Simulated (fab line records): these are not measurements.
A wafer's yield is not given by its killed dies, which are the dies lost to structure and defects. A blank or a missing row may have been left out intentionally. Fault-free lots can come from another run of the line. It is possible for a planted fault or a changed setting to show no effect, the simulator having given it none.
A struck lot beside a sound one | flow nand harc | 15 out of 1159 route steps
Sound: these wafers, L288.1, L288.4, L288.5. Struck: wafers L295.2, L295.5. At the end, the cause is stated.
For every step that has rows: the tool of each side, followed by ch and its chambers, followed by its first start. Under that, the readings that differ: sound wafers | struck wafers | difference of the means | sigmas: that difference in standard deviations of wafers without a fault.
alike: a reading whose means differ by less than 2 such deviations, as well as words and numbers matching on both sides. not compared: withheld readings; readings where some wafer has no value; bounds like >300 that might hide an equal value; numbers whose values overlap and for which the record gives no deviation.
A row with sigmas, a row that says differs or no value, or rows on one side alone: a step with any of these is where the two part. Numbers that have no deviation but don't overlap get no sigmas and don't part them. A reading missing from all wafers of one side parts the sides only when that side holds two or more wafers.

first, 1 step without rows for these wafers: NHARC_A_ONON_D1_DEP_12 (target thk 1000 nm).
NHARC_A_ONON_D1_THK_MEAS_14: measures by ellipsometry.
  sound on film metro-02, day 7 23:15; struck on film metro-01, day 9 08:28
  alike: thk nm
then, 2 steps without rows for these wafers: NHARC_A_ONON_D1_ANNEAL_15 (time 3600 s); NHARC_A_ONON_D1_DEP_16 (target thk 1000 nm).
NHARC_A_ONON_D1_THK_MEAS_18: measures by ellipsometry.
  sound on film metro-01, day 8 06:11; struck on film metro-01, day 9 19:35
  alike: thk nm
after that, 1 step with no rows for these wafers: NHARC_A_ONON_D1_DEP_19 (target thk 1000 nm).
NHARC_A_ONON_D1_THK_MEAS_21: measures by ellipsometry.
  sound on film metro-02, day 8 06:46; struck on film metro-02, day 9 20:09
  alike: thk nm
after that, 1 step with no rows for these wafers: NHARC_A_ONON_D1_DEP_22 (target thk 1000 nm).
NHARC_A_ONON_D1_THK_MEAS_24: measures by ellipsometry.
  sound on film metro-01, day 8 07:21; struck on film metro-01, day 9 20:44
  alike: thk nm
after that, 1 step with no rows for these wafers: NHARC_A_ONON_D1_DEP_25 (target thk 1000 nm).
NHARC_A_ONON_D1_THK_MEAS_27: measures by ellipsometry.
  sound on film metro-01, day 8 07:55; struck on film metro-02, day 9 21:20
  alike: thk nm
NHARC_A_ONON_D1_DEP_28: target thk 1000 nm.
  sound on pecvd onon-01 ch 0, day 8 07:58; struck on pecvd onon-02 ch 0, day 9 21:27
NHARC_A_ONON_D1_THK_MEAS_30: measures by ellipsometry.
  sound on film metro-02, day 8 08:29; struck on film metro-02, day 9 21:53
  reading     | sound       | struck    | difference | sigmas
  thk nm (nm) | 986 989 987 | 1942 1941 | +954       | +99 or more
NHARC_A_ONON_D1_DEP_33: deposits SiO2, target thk 200 nm.
  sound on pecvd-02 ch 0,1, day 8 08:37; struck on pecvd-04 ch 1,2, day 9 22:02
  alike: heater power w, throttle valve pct
-- jump in the record: it breaks off in module A_ONON_D1 and resumes in module END (first step shown: number 1159 of the route), and 12 days separate the struck wafers' starts before and after --
NHARC_END_SORT_01:
  here the record holds rows for the struck wafers (prober-01 ch 0, day 21 21:40) but none for the sound ones

## WHERE THEY PART
At NHARC_A_ONON_D1_THK_MEAS_30 first; at NHARC_END_SORT_01 last (within this record only).

WHY: the cause the simulator had injected
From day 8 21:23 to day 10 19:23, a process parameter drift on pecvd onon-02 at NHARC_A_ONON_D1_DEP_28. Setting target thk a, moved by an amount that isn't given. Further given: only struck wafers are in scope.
